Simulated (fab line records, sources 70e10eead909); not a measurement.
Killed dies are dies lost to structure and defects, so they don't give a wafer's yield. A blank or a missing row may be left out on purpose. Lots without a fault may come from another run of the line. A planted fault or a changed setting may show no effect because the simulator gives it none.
Which tool did it? | flow nand_harc | 24 lots, 72 wafers sampled, at 5 steps of a route of 1302

WHAT THE GAUGES READ, wafer by wafer
NHARC_A_BLC_INSPECT_28.
lot  | measured     | on                | raw_defect_count
L074 | day 23 12:55 | defect_inspect-02 | 324 364 295
L077 | day 23 14:20 | defect_inspect-01 | 620 650 474
L075 | day 23 16:17 | defect_inspect-02 | 441 395 358
L076 | day 23 19:46 | defect_inspect-01 | 520 452 483
L078 | day 24 16:07 | defect_inspect-02 | 389 372 441
L079 | day 24 18:19 | defect_inspect-01 | 399 391 404
L080 | day 25 03:25 | defect_inspect-02 | 494 713 695
L081 | day 25 21:10 | defect_inspect-01 | 492 472 322
L082 | day 26 04:51 | defect_inspect-02 | 668 585 639
L083 | day 26 09:38 | defect_inspect-02 | 396 470 487
L084 | day 26 12:46 | defect_inspect-01 | 758 505 645
L086 | day 26 16:40 | defect_inspect-02 | 390 593 592
L085 | day 27 03:02 | defect_inspect-01 | 436 384 410
L087 | day 28 06:14 | defect_inspect-02 | 506 516 588
L088 | day 28 10:23 | defect_inspect-02 | 676 1141 610
L089 | day 28 11:48 | defect_inspect-01 | 564 537 626
L090 | day 29 16:58 | defect_inspect-01 | 621 474 522
L093 | day 30 06:10 | defect_inspect-02 | 463 489 428
L092 | day 30 06:58 | defect_inspect-02 | 454 409 478
L091 | day 30 09:49 | defect_inspect-02 | 476 661 747
L094 | day 30 13:26 | defect_inspect-01 | 463 590 538
L095 | day 31 15:10 | defect_inspect-01 | 383 720 485
L096 | day 31 22:53 | defect_inspect-01 | 495 349 329
L097 | day 32 00:07 | defect_inspect-01 | 618 746 583

WHICH TOOL RAN EACH LOT (tool, then ch and the chambers of the sampled wafers, then the start)
lot  | NHARC_A_CONTACT_ETCH_131             | NHARC_A_CONTACT_ETCH_106           | NHARC_A_CONTACT_ETCH_135             | NHARC_A_BLC_ALD_23
L074 | har_cap_etch-02 ch 0,1, day 22 16:04 | rie_diel-08 ch 0,1,2, day 22 17:41 | har_cap_etch-03 ch 0,1, day 23 04:39 | ald_metal-03 ch 0,3, day 23 11:47
L077 | har_cap_etch-03 ch 0,1, day 22 23:44 | rie_diel-08 ch 0,1,3, day 23 01:51 | har_cap_etch-02 ch 0, day 23 06:32   | ald_metal-02 ch 1,3, day 23 13:13
L075 | har_cap_etch-02 ch 0,1, day 23 00:36 | rie_diel-12 ch 0,1,2, day 23 02:17 | har_cap_etch-01 ch 1, day 23 07:34   | ald_metal-02 ch 0,2, day 23 15:05
L076 | har_cap_etch-01 ch 0,1, day 23 03:05 | rie_diel-12 ch 0,1,2, day 23 04:44 | har_cap_etch-03 ch 0,1, day 23 11:09 | ald_metal-03 ch 0,1,3, day 23 18:37
L078 | har_cap_etch-03 ch 0,1, day 24 00:05 | rie_diel-12 ch 0,1, day 24 01:44   | har_cap_etch-03 ch 0,1, day 24 07:45 | ald_metal-04 ch 0,1,3, day 24 15:01
L079 | har_cap_etch-01 ch 0,1, day 24 03:04 | rie_diel-12 ch 0,1, day 24 04:37   | har_cap_etch-02 ch 0,1, day 24 10:19 | ald_metal-02 ch 1,2, day 24 17:13
L080 | har_cap_etch-01 ch 0,1, day 24 12:38 | rie_diel-08 ch 0,2,3, day 24 14:17 | har_cap_etch-03 ch 0,1, day 24 19:19 | ald_metal-03 ch 0,1,3, day 25 02:18
L081 | har_cap_etch-03 ch 0,1, day 25 06:45 | rie_diel-12 ch 1,2,3, day 25 08:22 | har_cap_etch-02 ch 0,1, day 25 12:55 | ald_metal-02 ch 0,2, day 25 19:35
L082 | har_cap_etch-03 ch 0,1, day 25 12:44 | rie_diel-12 ch 1,3, day 25 14:22   | har_cap_etch-02 ch 0,1, day 25 20:04 | ald_metal-03 ch 0,1, day 26 03:43
L083 | har_cap_etch-03 ch 0,1, day 25 19:17 | rie_diel-12 ch 0,2, day 25 20:56   | har_cap_etch-01 ch 0,1, day 26 01:46 | ald_metal-04 ch 1,2,3, day 26 08:33
L084 | har_cap_etch-01 ch 0,1, day 25 21:51 | rie_diel-12 ch 1,2, day 25 23:28   | har_cap_etch-03 ch 0,1, day 26 05:04 | ald_metal-03 ch 0,1,2, day 26 11:40
L086 | har_cap_etch-02 ch 0,1, day 26 01:44 | rie_diel-08 ch 1,2, day 26 04:01   | har_cap_etch-02 ch 0,1, day 26 08:44 | ald_metal-03 ch 0,1,2, day 26 15:35
L085 | har_cap_etch-01 ch 0,1, day 26 10:56 | rie_diel-08 ch 0,1,2, day 26 12:35 | har_cap_etch-03 ch 0,1, day 26 19:02 | ald_metal-03 ch 0,3, day 27 01:55
L087 | har_cap_etch-02 ch 0,1, day 27 15:25 | rie_diel-12 ch 0,1,3, day 27 17:03 | har_cap_etch-02 ch 0,1, day 27 21:44 | ald_metal-02 ch 1,2, day 28 04:35
L088 | har_cap_etch-01 ch 0,1, day 27 18:45 | rie_diel-08 ch 1,2, day 27 20:28   | har_cap_etch-01 ch 0,1, day 28 02:00 | ald_metal-03 ch 0,1,3, day 28 08:50
L089 | har_cap_etch-03 ch 0,1, day 27 20:08 | rie_diel-12 ch 0,3, day 27 21:49   | har_cap_etch-03 ch 0,1, day 28 02:28 | ald_metal-02 ch 0,1,2, day 28 10:38
L090 | har_cap_etch-01 ch 0,1, day 28 21:35 | rie_diel-08 ch 0,3, day 28 23:11   | har_cap_etch-03 ch 0,1, day 29 09:06 | ald_metal-02 ch 0,1,3, day 29 15:49
L093 | har_cap_etch-03 ch 0,1, day 29 13:43 | rie_diel-12 ch 1,2, day 29 15:22   | har_cap_etch-01 ch 0,1, day 29 22:09 | ald_metal-02 ch 0,1,3, day 30 04:59
L092 | har_cap_etch-01 ch 0,1, day 29 15:38 | rie_diel-01 ch 0,3, day 29 17:16   | har_cap_etch-02 ch 0,1, day 29 22:54 | ald_metal-03 ch 1,2,3, day 30 05:53
L091 | har_cap_etch-02 ch 0,1, day 29 18:57 | rie_diel-08 ch 1,2, day 29 20:38   | har_cap_etch-03 ch 0,1, day 30 01:43 | ald_metal-04 ch 0,2, day 30 08:42
L094 | har_cap_etch-03 ch 0,1, day 29 22:06 | rie_diel-12 ch 0,1, day 29 23:45   | har_cap_etch-01 ch 0,1, day 30 05:22 | ald_metal-02 ch 0,2, day 30 12:17
L095 | har_cap_etch-02 ch 0,1, day 30 23:56 | rie_diel-08 ch 0,3, day 31 01:36   | har_cap_etch-02 ch 0,1, day 31 06:44 | ald_metal-02 ch 1,3, day 31 14:01
L096 | har_cap_etch-03 ch 0,1, day 31 06:22 | rie_diel-12 ch 0,2,3, day 31 07:59 | har_cap_etch-01 ch 0,1, day 31 14:56 | ald_metal-02 ch 0,1,3, day 31 21:45
L097 | har_cap_etch-01 ch 0,1, day 31 06:49 | rie_diel-01 ch 0,2, day 31 08:30   | har_cap_etch-02 ch 0,1, day 31 15:34 | ald_metal-04 ch 0,2, day 31 22:58
- NHARC_A_CONTACT_ETCH_131: etches the open film in C4F8/O2/Ar, time 197 s, target depth 1918 nm.
- NHARC_A_CONTACT_ETCH_106: etches the open film in CF4/O2, target depth 90 nm, overetch 9 nm, time 49.5 s.
- NHARC_A_CONTACT_ETCH_135: etches the open film in C4F8/O2/Ar, time 311 s, target depth 1912 nm.
- NHARC_A_BLC_ALD_23: deposits TiN, target thk 3 nm, pulse time 1 s, ald cycles 150.

WHAT THE TOOLS THEMSELVES READ (means of the sampled wafers that have a number; where no wafer has one, the mark that the record gives instead)
NHARC_A_CONTACT_ETCH_106.
lot  | tool        | drypump_motor_current_A (A) | oes_product_au (a.u.) | rf_vpp_V (V) | showerhead_plenum_p_Torr (Torr) | throttle_valve_pct (%)
L074 | rie_diel-08 | 5.68                        | 1.000                 | 197.9        | 1.34                            | 13.397
L077 | rie_diel-08 | 5.77                        | 1.005                 | 198.5        | 1.35                            | 13.389
L075 | rie_diel-12 | 5.71                        | 0.997                 | 197.5        | 1.32                            | 13.396
L076 | rie_diel-12 | 5.73                        | 1.009                 | 197.8        | 1.32                            | 13.397
L078 | rie_diel-12 | 5.62                        | 1.001                 | 196.6        | 1.32                            | 13.404
L079 | rie_diel-12 | 5.64                        | 1.001                 | 197.4        | 1.32                            | 13.405
L080 | rie_diel-08 | 5.50                        | 0.997                 | 198.9        | 1.37                            | 13.397
L081 | rie_diel-12 | 5.50                        | 1.012                 | 197.9        | 1.36                            | 13.395
L082 | rie_diel-12 | 5.46                        | 1.000                 | 199.0        | 1.41                            | 13.399
L083 | rie_diel-12 | 5.68                        | 1.013                 | 196.4        | 1.27                            | 13.401
L084 | rie_diel-12 | 5.73                        | 1.009                 | 198.1        | 1.36                            | 13.401
L086 | rie_diel-08 | 5.85                        | 1.010                 | 197.9        | 1.34                            | 13.390
L085 | rie_diel-08 | 5.68                        | 1.001                 | 197.3        | 1.34                            | 13.392
L087 | rie_diel-12 | 5.42                        | 1.002                 | 199.6        | 1.36                            | 13.390
L088 | rie_diel-08 | 5.58                        | 1.011                 | 198.4        | 1.36                            | 13.387
L089 | rie_diel-12 | 5.22                        | 0.998                 | 198.5        | 1.36                            | 13.401
L090 | rie_diel-08 | 5.60                        | 1.009                 | 199.1        | 1.37                            | 13.395
L093 | rie_diel-12 | 5.79                        | 1.005                 | 197.2        | 1.31                            | 13.401
L092 | rie_diel-01 | 5.67                        | 1.004                 | 196.7        | 1.26                            | 13.401
L091 | rie_diel-08 | 5.57                        | 1.009                 | 198.6        | 1.36                            | 13.407
L094 | rie_diel-12 | 5.64                        | 0.999                 | 197.4        | 1.31                            | 13.384
L095 | rie_diel-08 | 5.61                        | 0.996                 | 199.0        | 1.37                            | 13.405
L096 | rie_diel-12 | 5.49                        | 1.004                 | 196.6        | 1.31                            | 13.391
L097 | rie_diel-01 | 5.74                        | 0.994                 | 196.9        | 1.30                            | 13.398

NHARC_A_BLC_ALD_23.
lot  | tool         | heater_power_w (W) | precursor_pulse_height_rel
L074 | ald_metal-03 | 970                | 1.005
L077 | ald_metal-02 | 1087               | 1.002
L075 | ald_metal-02 | 1092               | 0.997
L076 | ald_metal-03 | 1060               | 1.004
L078 | ald_metal-04 | 1049               | 1.003
L079 | ald_metal-02 | 1098               | 1.010
L080 | ald_metal-03 | 985                | 1.000
L081 | ald_metal-02 | 1128               | 0.984
L082 | ald_metal-03 | 1068               | 1.010
L083 | ald_metal-04 | 1030               | 0.981
L084 | ald_metal-03 | 1036               | 0.999
L086 | ald_metal-03 | 1013               | 1.020
L085 | ald_metal-03 | 925                | 0.990
L087 | ald_metal-02 | 1088               | 1.009
L088 | ald_metal-03 | 977                | 1.017
L089 | ald_metal-02 | 1074               | 1.004
L090 | ald_metal-02 | 1094               | 0.998
L093 | ald_metal-02 | 1090               | 0.987
L092 | ald_metal-03 | 1008               | 1.010
L091 | ald_metal-04 | 1062               | 1.008
L094 | ald_metal-02 | 1112               | 1.010
L095 | ald_metal-02 | 1112               | 0.991
L096 | ald_metal-02 | 1106               | 1.000
L097 | ald_metal-04 | 1015               | 1.020

THE ANSWER, worked out from the rows above alone
Rule: what is usual is taken from the lots themselves. Put in order of their means at a reading, lots are off if they are a third of the lots or fewer, leave a main group of 4 or more, and stand apart from it by a gap of 3 or more times the standard deviation of the main group's means; of several such gaps the widest counts. A main group whose means are all the same, to the digits that the tables above print for the reading, isn't used. A lot without any number at a reading at which 4 lots or more have one is off too. The other lots that the step has rows for count as sound. The gauges are gone through in route order, then the tools' own readings, and for those a lot's mean is taken as printed above. The first step at which some lot is off is used, and at that step the reading that is off furthest; a lot without a number counts as furthest.
No lot is off at any reading shown: from this, nothing can be told.

WHAT THE SIMULATOR HAD PUT IN
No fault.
